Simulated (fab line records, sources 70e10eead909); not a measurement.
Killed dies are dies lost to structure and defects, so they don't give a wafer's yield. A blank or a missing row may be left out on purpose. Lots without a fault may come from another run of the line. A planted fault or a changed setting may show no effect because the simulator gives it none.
fab line records | flow nand_harc
record lots=24 wafers=72 last_day=33
route steps=1302 shown P_CONTACT@219 P_M0@283 P_M1@316 P_M2@331
lots that met no fault: from a run of the same line without faults
start_h: hours from the record's first day to the start of the lot's first wafer shown | wait_h: hours since the lot's step before | " the same as in the row above | L1.1+2: a row that stands for several wafers | - no value, or no start given | * or withheld: withheld | < > ~ a bound
route shown NAME@n: a module of which the file shows steps, and the number in the route of the first | usual: mean/standard deviation of fault-free wafers | same: alike in all rows | chamber/n: place in a boat | sites: the reading at each site | _std_site: their standard deviation | _edge_site: outer sites' mean less inner sites' | radius_mm: how far each site lies from the wafer's centre | mask NAME#n: copy n | behind: the tool/chamber that last shaped the wafer | hold: why the lot was held/for how many hours/how that ended | device: the transistor (n, p or np) that didn't switch | end of line: the same wafers' tests at the end of the route | a step without rows: its recipe alone | killed: dies lost to structure and defects at the first sort, not the wafer's yield | map: a wafer's dies, x killed, . not, _ none there
set.NAME: the setting as run; set.NAME@STEP: as run at that earlier step | model.NAME: the simulator's own value behind a step, which no gauge read
steps of the route over a sample of lots; a table a step, a row a wafer
services: from which hour (start_h, from the record's first day; less than 0 if before it) a tool's chamber was out of use, for how many hours, and why
## steps
# step NHARC_P_CONTACT_CMP_01
# recipe target_thk_nm=200 material=SiO2
# usual edge_zone_pressure_frac=1.000/0.0051 motor_current_A=12.3/1.2 slurry_flow_ml_min=150.0/0.43
# columns lot.wafer tool chamber start_h wait_h edge_zone_pressure_frac motor_current_A slurry_flow_ml_min
L074.1 cmp-03 2 122.83 - 0.994 11.7 149.8
L074.2 " 0 " " 0.999 13.4 150.3
L074.6 " 1 " " 0.998 10.2 149.5
L075.2 cmp-02 0 127.91 - 1.002 13.1 150.6
L075.3 " 2 " " 1.009 12.9 150.3
L075.4 " 3 " " 1.000 10.2 150.7
L076.1 cmp-02 0 133.70 - 1.001 13.3 150.4
L076.2 " 2 " " 0.987 12.9 149.9
L076.5 " 3 " " 1.003 10.3 150.9
L077.4 cmp-01 1 150.78 0.4 0.997 13.2 150.1
L077.2 " 2 " " 1.002 12.0 150.1
L077.6 " 1 " " 1.003 11.9 150.4
L078.2 cmp-01 2 158.75 - 1.001 11.8 149.2
L078.3 " 1 " " 1.000 12.1 149.6
L078.6 " 2 " " 1.003 11.4 149.6
L079.2 cmp-02 1 163.95 0.5 1.004 12.2 150.2
L079.1 " 2 " " 1.008 12.8 149.2
L079.5 " 0 " " 1.005 13.5 149.1
L080.3 cmp-02 0 179.72 - 1.003 13.7 150.2
L080.6 " 0 " " 0.997 14.1 150.3
L080.5 " 1 " " 1.002 12.5 149.9
L081.1 cmp-02 3 180.59 - 0.996 11.1 149.9
L081.3 " 1 " " 1.000 11.4 149.5
L081.6 " 3 " " 0.995 10.6 150.0
L082.3 cmp-02 2 191.35 - 1.000 12.7 150.2
L082.1 " 0 " " 0.993 13.4 149.2
L082.5 " 1 " " 1.001 12.3 150.3
L083.2 cmp-02 1 205.20 - 0.999 11.9 148.8
L083.1 " 2 " " 1.002 12.7 150.4
L083.5 " 0 " " 0.997 12.9 149.2
L084.3 cmp-02 2 219.08 - 1.007 13.0 150.4
L084.6 " 0 " " 1.002 13.7 150.3
L084.5 " 1 " " 0.998 12.3 150.0
L085.3 cmp-03 1 221.83 - 0.998 10.0 149.5
L085.5 " 3 " " 1.003 13.4 150.3
L085.6 " 0 " " 1.005 13.7 150.2
L086.3 cmp-02 1 239.93 - 0.997 12.5 150.3
L086.2 " 0 " " 1.005 13.8 150.0
L086.6 " 2 " " 1.004 13.7 150.1
L088.4 cmp-03 2 262.03 - 1.011 12.5 149.6
L088.6 " 1 " " 1.004 10.3 149.9
L088.5 " 2 " " 1.004 12.5 150.0
L087.1 cmp-03 2 262.85 - 0.990 11.9 149.5
L087.5 " 3 " " 1.008 13.1 149.6
L087.6 " 0 " " 1.002 13.8 149.7
L089.1 cmp-02 1 263.64 - 1.000 11.8 149.5
L089.4 " 2 " " 1.000 12.7 150.0
L089.3 " 3 " " 1.004 10.6 149.8
L090.2 cmp-03 1 277.56 0.5 0.994 10.2 150.4
L090.3 " 3 " " 0.989 13.5 150.2
L090.6 " 0 " " 1.003 13.4 150.1
L091.3 cmp-03 3 287.20 - 1.008 13.8 149.9
L091.2 " 2 " " 0.993 12.2 149.8
L091.6 " 0 " " 1.002 13.0 149.6
L092.1 cmp-03 0 297.90 - 1.001 13.7 150.2
L092.5 " 2 " " 0.999 12.6 150.7
L092.6 " 3 " " 0.989 12.8 150.1
L093.2 cmp-01 0 302.09 - 1.001 13.5 150.2
L093.3 " 1 " " 0.998 12.2 150.3
L093.5 " 0 " " 0.996 13.2 150.3
L094.1 cmp-03 1 316.44 - 0.999 10.0 150.7
L094.3 " 2 " " 1.002 11.6 149.9
L094.6 " 2 " " 1.004 12.1 150.1
L095.4 cmp-01 2 326.71 - 0.999 12.5 149.9
L095.1 " 3 " " 0.999 10.6 149.9
L095.5 " 1 " " 0.995 12.5 149.6
L096.3 cmp-01 0 330.82 - 1.005 13.4 149.9
L096.1 " 2 " " 0.993 11.5 150.2
L096.4 " 3 " " 1.003 10.9 150.4
L097.2 cmp-02 3 347.37 - 1.003 9.8 150.5
L097.4 " 0 " " 0.995 13.8 149.3
L097.5 " 3 " " 1.009 10.8 150.1
# step NHARC_P_CONTACT_DEGAS_38
# recipe temp_c=300 time_s=60
# usual heater_power_w=494/60
# columns lot.wafer tool chamber start_h wait_h heater_power_w
L074.1 pvd_sputter-02 - 125.42 - 442
L074.2 " - " " 472
L074.6 " - " " 417
L075.4 pvd_sputter-02 - 130.52 - 484
L075.3 " - " " 406
L075.2 " - " " 449
L076.2 pvd_sputter-02 - 136.63 - 418
L076.1 " - " " 482
L076.5 " - " " 422
L077.2 pvd_sputter-01 - 153.63 - 563
L077.4 " - " " 489
L077.6 " - " " 561
L078.2 pvd_sputter-01 - 161.24 - 596
L078.3 " - " " 493
L078.6 " - " " 592
L079.2 pvd_sputter-01 - 166.54 - 593
L079.1 " - " " 491
L079.5 " - " " 568
L080.3 pvd_sputter-02 - 182.42 - 481
L080.6 " - " " 410
L080.5 " - " " 443
L081.3 pvd_sputter-02 - 183.18 - 481
L081.1 " - " " 419
L081.6 " - " " 460
L082.3 pvd_sputter-01 - 193.93 - 582
L082.1 " - " " 489
L082.5 " - " " 579
L083.2 pvd_sputter-03 - 208.01 - 412
L083.1 " - " " 408
L083.5 " - " " 477
L084.3 pvd_sputter-03 - 221.50 - 412
L084.5 " - " " 405
L084.6 " - " " 460
L085.3 pvd_sputter-01 - 224.39 - 569
L085.6 " - " " 484
L085.5 " - " " 512
L086.2 pvd_sputter-01 - 242.62 - 515
L086.3 " - " " 570
L086.6 " - " " 602
L088.4 pvd_sputter-02 - 264.61 - 486
L088.5 " - " " 489
L088.6 " - " " 485
L087.1 pvd_sputter-01 - 265.38 - 522
L087.6 " - " " 519
L087.5 " - " " 524
L089.4 pvd_sputter-02 - 266.25 - 476
L089.3 " - " " 471
L089.1 " - " " 416
L090.3 pvd_sputter-03 - 280.14 - 490
L090.2 " - " " 415
L090.6 " - " " 402
L091.3 pvd_sputter-01 - 289.81 - 561
L091.2 " - " " 605
L091.6 " - " " 593
L092.1 pvd_sputter-01 - 300.48 - 529
L092.6 " - " " 560
L092.5 " - " " 608
L093.2 pvd_sputter-02 - 304.56 - 432
L093.3 " - " " 484
L093.5 " - " " 441
L094.1 pvd_sputter-01 - 319.19 - 606
L094.3 " - " " 560
L094.6 " - " " 595
L095.4 pvd_sputter-03 - 329.28 - 404
L095.1 " - " " 475
L095.5 " - " " 399
L096.4 pvd_sputter-01 - 333.43 - 511
L096.3 " - " " 535
L096.1 " - " " 563
L097.2 pvd_sputter-02 - 350.44 - 420
L097.4 " - " " 486
L097.5 " - " " 438
# step NHARC_P_M0_PRE_CLEAN_31
# recipe time_s=12 temp_c=370 rf_power_w=300 gas=NH3
# usual heater_power_w=619/87
# columns lot.wafer tool chamber start_h wait_h heater_power_w
L074.1 pecvd-04 2 130.55 0.1 510
L074.2 " 0 " " 706
L074.6 " 2 " " 512
L075.2 pecvd-04 2 135.80 0.3 530
L075.3 " 0 " " 658
L075.4 " 1 " " 482
L076.1 pecvd-03 0 141.63 0.1 753
L076.2 " 1 " " 699
L076.5 " 2 " " 589
L077.2 pecvd-02 1 158.67 0.1 606
L077.4 " 1 " " 610
L077.6 " 0 " " 670
L078.2 pecvd-03 0 166.49 0.1 618
L078.3 " 2 " " 614
L078.6 " 0 " " 630
L079.2 pecvd-03 1 171.60 0.1 704
L079.1 " 2 " " 628
L079.5 " 0 " " 710
L080.3 pecvd-02 1 187.54 0.1 589
L080.6 " 2 " " 477
L080.5 " 0 " " 686
L081.1 pecvd-04 0 188.86 0.2 740
L081.3 " 1 " " 549
L081.6 " 2 " " 544
L082.1 pecvd-04 0 199.24 0.1 747
L082.3 " 1 " " 587
L082.5 " 2 " " 529
L083.1 pecvd-03 1 213.12 0.1 691
L083.2 " 0 " " 607
L083.5 " 1 " " 695
L084.3 pecvd-04 1 226.70 0.1 545
L084.5 " 2 " " 528
L084.6 " 0 " " 756
L085.3 pecvd-03 0 229.54 0.1 624
L085.5 " 2 " " 603
L085.6 " 0 " " 612
L086.3 pecvd-03 0 247.81 0.1 742
L086.2 " 1 " " 741
L086.6 " 2 " " 646
L088.4 pecvd-02 0 269.63 0.1 532
L088.5 " 1 " " 656
L088.6 " 2 " " 473
L087.1 pecvd-03 0 270.51 0.1 713
L087.6 " 0 " " 708
L087.5 " 1 " " 711
L089.3 pecvd-03 1 271.36 0.1 756
L089.1 " 0 " " 697
L089.4 " 1 " " 708
L090.2 pecvd-03 2 285.13 0.1 537
L090.3 " 0 " " 689
L090.6 " 1 " " 687
L091.2 pecvd-03 1 294.95 0.1 720
L091.3 " 0 " " 707
L091.6 " 0 " " 688
L092.1 pecvd-02 2 305.58 0.1 475
L092.5 " 2 " " 491
L092.6 " 0 " " 565
L093.2 pecvd-02 0 309.72 0.1 618
L093.3 " 1 " " 610
L093.5 " 0 " " 611
L094.1 pecvd-02 2 324.23 0.1 478
L094.3 " 1 " " 544
L094.6 " 2 " " 466
L095.1 pecvd-04 1 334.40 0.1 584
L095.4 " 2 " " 496
L095.5 " 0 " " 681
L096.3 pecvd-03 0 339.57 0.1 694
L096.1 " 2 " " 603
L096.4 " 2 " " 627
L097.2 pecvd-02 2 355.65 0.1 461
L097.5 " 0 " " 607
L097.4 " 1 " " 633
# step NHARC_P_M1_PRE_CLEAN_32
# recipe time_s=12 temp_c=370 rf_power_w=300 gas=NH3
# usual heater_power_w=621/80
# columns lot.wafer tool chamber start_h wait_h heater_power_w
L074.1 pecvd-03 1 135.02 0.1 719
L074.2 " 2 " " 615
L074.6 " 2 " " 625
L075.2 pecvd-03 2 140.88 0.1 620
L075.3 " 0 " " 708
L075.4 " 2 " " 609
L076.1 pecvd-03 1 145.73 0.1 701
L076.2 " 2 " " 550
L076.5 " 1 " " 722
L077.2 pecvd-03 2 162.75 0.1 597
L077.6 " 1 " " 671
L077.4 " 0 " " 711
L078.2 pecvd-04 0 170.98 0.3 751
L078.3 " 2 " " 463
L078.6 " 0 " " 727
L079.1 pecvd-02 2 175.71 0.1 459
L079.2 " 0 " " 668
L079.5 " 0 " " 678
L080.3 pecvd-04 0 191.64 0.1 728
L080.6 " 1 " " 522
L080.5 " 2 " " 452
L081.3 pecvd-02 0 192.91 0.1 607
L081.1 " 1 " " 512
L081.6 " 2 " " 477
L082.1 pecvd-03 2 203.46 0.1 589
L082.3 " 0 " " 712
L082.5 " 0 " " 715
L083.1 pecvd-04 1 217.20 0.1 539
L083.2 " 2 " " 504
L083.5 " 2 " " 493
L084.3 pecvd-03 1 231.15 0.1 692
L084.6 " 2 " " 550
L084.5 " 0 " " 675
L085.3 pecvd-04 0 233.99 0.1 657
L085.5 " 0 " " 661
L085.6 " 1 " " 549
L086.3 pecvd-03 1 251.92 0.1 698
L086.2 " 0 " " 725
L086.6 " 0 " " 738
L088.6 pecvd-03 0 273.92 0.1 648
L088.4 " 1 " " 630
L088.5 " 2 " " 541
L087.1 pecvd-03 2 274.69 0.1 637
L087.5 " 2 " " 639
L087.6 " 0 " " 638
L089.3 pecvd-03 2 275.57 0.1 607
L089.1 " 1 " " 687
L089.4 " 2 " " 591
L090.3 pecvd-03 1 289.34 0.1 705
L090.2 " 0 " " 663
L090.6 " 0 " " 669
L091.2 pecvd-04 0 299.14 0.1 780
L091.3 " 1 " " 527
L091.6 " 2 " " 543
L092.1 pecvd-04 0 309.76 0.1 670
L092.6 " 2 " " 564
L092.5 " 1 " " 609
L093.3 pecvd-04 2 314.01 0.1 579
L093.2 " 1 " " 623
L093.5 " 1 " " 606
L094.3 pecvd-02 0 328.51 0.1 538
L094.1 " 1 " " 616
L094.6 " 2 " " 473
L095.1 pecvd-04 1 339.30 0.1 567
L095.4 " 2 " " 544
L095.5 " 0 " " 740
L096.3 pecvd-03 1 343.77 0.1 676
L096.1 " 2 " " 564
L096.4 " 0 " " 652
L097.2 pecvd-02 0 359.83 0.1 633
L097.5 " 0 " " 633
L097.4 " 1 " " 632
# step NHARC_P_M2_DESCUM_14
# recipe time_s=3 o2_flow_sccm=200 ar_flow_sccm=0 bias_power_w=0 chemistry=O2
# usual drypump_motor_current_A=5.8/0.47 oes_product_au=0.999/0.0082 rf_vpp_V=57.7/0.87 showerhead_plenum_p_Torr=1.90/0.075 throttle_valve_pct=11.312/0.0085
# columns lot.wafer tool chamber start_h wait_h drypump_motor_current_A oes_product_au rf_hours_counter_h rf_vpp_V showerhead_plenum_p_Torr throttle_valve_pct
L074.2 rie_diel-01 1 136.60 0.1 6.5 0.994 4.3 58.1 1.97 11.313
L074.1 " 3 " " 6.4 1.005 3.9 58.6 2.00 11.306
L074.6 " 2 " " 5.4 0.997 - 58.8 1.90 11.319
L075.2 rie_diel-01 0 142.40 0.1 5.5 0.991 5.0 56.8 1.81 11.313
L075.3 " 1 " " 6.5 0.993 4.4 58.0 1.97 11.321
L075.4 " 2 " " 5.4 0.989 3.7 58.3 1.90 11.316
L076.1 rie_diel-01 1 147.26 0.1 6.5 1.002 4.7 58.6 1.97 11.303
L076.2 " 2 " " 5.3 0.990 3.9 58.7 1.90 11.321
L076.5 " 0 " " 5.5 1.001 - 57.4 1.81 11.316
L077.2 rie_diel-09 1 164.10 0.1 5.1 0.988 0.2 58.9 2.05 11.330
L077.4 " 0 " " 5.1 1.003 0.1 57.6 1.84 11.307
L077.6 " 2 " " 6.4 1.005 - 58.0 2.01 11.312
L078.2 rie_diel-02 2 172.49 0.1 5.4 1.005 6.1 57.4 1.87 11.314
L078.3 " 1 " " 5.7 0.980 6.5 57.8 1.89 11.318
L078.6 " 2 " " 5.4 1.001 - 56.2 1.87 11.309
L079.2 rie_diel-01 2 177.08 0.1 5.4 1.003 6.4 57.6 1.90 11.305
L079.1 " 0 " " 5.5 1.006 7.0 56.0 1.81 11.319
L079.5 " 2 " " 5.4 0.995 - 58.9 1.90 11.299
L080.3 rie_diel-09 1 193.05 0.1 5.1 0.993 2.4 58.0 2.05 11.304
L080.6 " 2 " " 6.4 1.014 - 56.6 2.01 11.310
L080.5 " 0 " " 5.1 0.995 - 56.1 1.84 11.311
L081.3 rie_diel-02 1 194.41 0.1 5.7 0.986 8.3 57.5 1.88 11.303
L081.1 " 3 " " 5.7 0.992 8.2 58.4 1.89 11.330
L081.6 " 1 " " 5.7 0.996 - 57.8 1.88 11.316
L082.1 rie_diel-02 1 204.85 0.1 5.7 0.987 9.1 59.0 1.88 11.306
L082.3 " 0 " " 5.4 1.008 7.0 58.7 1.79 11.310
L082.5 " 2 " " 5.4 0.996 - 59.2 1.87 11.324
L083.2 rie_diel-01 0 218.70 0.1 5.5 0.997 0.1 57.5 1.81 11.314
L083.1 " 1 " " 6.5 1.011 0.0 56.4 1.97 11.309
L083.5 " 0 " " 5.5 0.987 - 57.5 1.81 11.311
L084.3 rie_diel-02 0 232.62 0.1 5.5 0.995 0.0 55.2 1.79 11.292
L084.5 " 3 " " 5.7 1.001 - 56.7 1.89 11.325
L084.6 " 0 " " 5.4 1.002 - 58.3 1.79 11.318
L085.3 rie_diel-02 3 235.35 0.1 5.7 1.004 0.2 57.5 1.89 11.310
L085.6 " 3 " " 5.7 1.001 - 59.0 1.89 11.327
L085.5 " 0 " " 5.5 1.005 - 57.3 1.79 11.305
L086.2 rie_diel-01 0 253.41 0.1 5.5 1.004 2.2 57.7 1.81 11.307
L086.3 " 3 " " 6.4 0.992 2.4 57.3 2.00 11.315
L086.6 " 1 " " 6.5 1.007 - 57.8 1.96 11.314
L088.4 rie_diel-01 2 275.40 0.1 5.4 0.991 3.4 59.7 1.90 11.311
L088.5 " 1 " " 6.5 0.998 - 58.1 1.96 11.323
L088.6 " 2 " " 5.4 0.990 - 57.8 1.90 11.311
L087.1 rie_diel-09 2 276.20 0.1 6.4 1.016 7.7 58.4 2.01 11.319
L087.5 " 2 " " 6.4 1.016 - 58.5 2.01 11.328
L087.6 " 3 " " 5.7 0.996 - 57.6 1.93 11.316
L089.4 rie_diel-09 3 277.09 0.1 5.7 0.996 5.7 57.6 1.93 11.318
L089.1 " 0 " " 5.1 1.004 7.0 58.7 1.84 11.298
L089.3 " 1 " " 5.0 1.008 9.0 58.3 2.05 11.297
L090.2 rie_diel-01 3 290.84 0.1 6.4 1.001 4.8 58.2 2.00 11.301
L090.3 " 2 " " 5.3 0.994 4.5 56.7 1.90 11.313
L090.6 " 0 " " 5.5 0.999 - 58.3 1.81 11.310
L091.2 rie_diel-01 2 300.51 0.1 5.4 0.998 4.8 57.9 1.90 11.315
L091.3 " 1 " " 6.5 1.002 4.9 57.0 1.96 11.314
L091.6 " 3 " " 6.4 0.986 - 57.2 2.00 11.314
L092.1 rie_diel-02 3 311.27 0.1 5.7 0.994 3.1 57.5 1.89 11.323
L092.6 " 1 " " 5.7 0.990 - 56.9 1.88 11.296
L092.5 " 2 " " 5.4 1.000 - 57.5 1.87 11.306
L093.3 rie_diel-01 1 315.50 0.1 6.5 0.985 6.0 59.6 1.96 11.333
L093.2 " 2 " " 5.3 0.993 6.0 57.1 1.90 11.319
L093.5 " 2 " " 5.4 0.999 - 57.4 1.90 11.322
L094.3 rie_diel-01 1 330.02 0.1 6.5 1.001 6.3 57.3 1.96 11.306
L094.1 " 3 " " 6.4 1.001 6.7 59.4 1.99 11.308
L094.6 " 0 " " 5.5 0.992 - 55.7 1.81 11.313
L095.1 rie_diel-02 3 340.65 0.1 5.7 0.987 4.9 59.3 1.89 11.315
L095.4 " 0 " " 5.5 0.999 6.3 56.3 1.79 11.314
L095.5 " 3 " " 5.7 0.995 - 58.3 1.89 11.320
L096.4 rie_diel-02 2 345.16 0.1 5.5 0.996 5.3 58.0 1.87 11.312
L096.1 " 3 " " 5.7 0.984 5.0 58.5 1.89 11.316
L096.3 " 1 " " 5.7 0.997 6.8 57.9 1.88 11.337
L097.4 rie_diel-01 0 361.33 0.1 5.5 1.009 6.7 56.1 1.81 11.314
L097.2 " 2 " " 5.4 0.993 7.7 58.3 1.90 11.304
L097.5 " 3 " " 6.4 0.991 - 57.2 1.99 11.312
# step NHARC_P_M2_INSPECT_27
# usual raw_defect_count=313/110
# columns lot.wafer tool chamber start_h wait_h raw_defect_count
L074.1 defect_inspect-01 - 139.20 0.0 276
L074.2 " - " " 333
L074.6 " - " " 287
L075.2 defect_inspect-01 - 144.98 0.0 327
L075.3 " - " " 497
L075.4 " - " " 270
L076.1 defect_inspect-02 - 149.82 0.0 416
L076.2 " - " " 225
L076.5 " - " " 163
L077.2 defect_inspect-01 - 166.72 0.0 155
L077.4 " - " " 215
L077.6 " - " " 179
L078.2 defect_inspect-01 - 175.16 0.0 369
L078.3 " - " " 323
L078.6 " - " " 350
L079.1 defect_inspect-01 - 179.84 0.0 269
L079.2 " - " " 240
L079.5 " - " " 181
L080.3 defect_inspect-01 - 195.68 0.0 177
L080.5 " - " " 232
L080.6 " - " " 179
L081.1 defect_inspect-01 - 197.04 0.1 447
L081.3 " - " " 302
L081.6 " - " " 625
L082.1 defect_inspect-02 - 207.45 0.0 294
L082.3 " - " " 365
L082.5 " - " " 244
L083.1 defect_inspect-02 - 221.34 0.0 285
L083.2 " - " " 483
L083.5 " - " " 351
L084.3 defect_inspect-01 - 235.20 0.0 307
L084.5 " - " " 249
L084.6 " - " " 218
L085.3 defect_inspect-01 - 238.03 0.0 270
L085.5 " - " " 281
L085.6 " - " " 306
L086.2 defect_inspect-01 - 255.99 0.0 262
L086.3 " - " " 313
L086.6 " - " " 310
L088.4 defect_inspect-02 - 278.00 0.0 392
L088.5 " - " " 584
L088.6 " - " " 544
L087.1 defect_inspect-01 - 278.81 0.0 280
L087.5 " - " " 353
L087.6 " - " " 279
L089.1 defect_inspect-01 - 279.75 0.0 244
L089.3 " - " " 224
L089.4 " - " " 247
L090.2 defect_inspect-01 - 293.41 0.0 245
L090.3 " - " " 235
L090.6 " - " " 242
L091.2 defect_inspect-01 - 303.14 0.0 217
L091.3 " - " " 240
L091.6 " - " " 145
L092.1 defect_inspect-02 - 314.41 0.0 444
L092.5 " - " " 334
L092.6 " - " " 302
L093.2 defect_inspect-01 - 318.19 0.0 407
L093.3 " - " " 251
L093.5 " - " " 295
L094.1 defect_inspect-01 - 332.64 0.0 287
L094.3 " - " " 264
L094.6 " - " " 245
L095.1 defect_inspect-01 - 343.29 0.0 716
L095.4 " - " " 189
L095.5 " - " " 362
L096.1 defect_inspect-01 - 347.88 0.0 708
L096.3 " - " " 393
L096.4 " - " " 398
L097.2 defect_inspect-01 - 363.90 0.0 221
L097.4 " - " " 203
L097.5 " - " " 236
## services
# columns tool chamber start_h hours kind
rie_diel-01 - 130.11 0.6 repair
cmp-02 - 134.65 4.0 pm
pvd_sputter-01 - 141.20 0.8 repair
pecvd-04 - 149.66 1.3 repair
rie_diel-01 1 173.57 6.1 repair
pecvd-02 - 176.27 1.7 repair
pecvd-03 - 185.02 13.0 pm
rie_diel-01 - 203.80 9.0 pm
pecvd-02 - 210.41 5.7 repair
pvd_sputter-01 - 226.00 10.0 pm
pecvd-02 - 227.34 13.0 pm
cmp-02 - 232.65 4.0 pm
rie_diel-01 0 233.48 6.0 repair
pecvd-03 - 243.28 0.3 repair
cmp-02 - 251.29 1.1 repair
cmp-02 - 261.82 0.8 repair
pecvd-04 - 269.51 13.0 pm
pvd_sputter-01 - 275.33 1.6 repair
cmp-02 - 297.53 0.9 repair
cmp-02 - 303.19 3.9 repair
cmp-02 - 330.65 4.0 pm
rie_diel-01 0 335.35 12.0 repair
pecvd-02 2 347.30 4.7 repair
pecvd-02 2 352.15 2.2 repair
## key
fault none
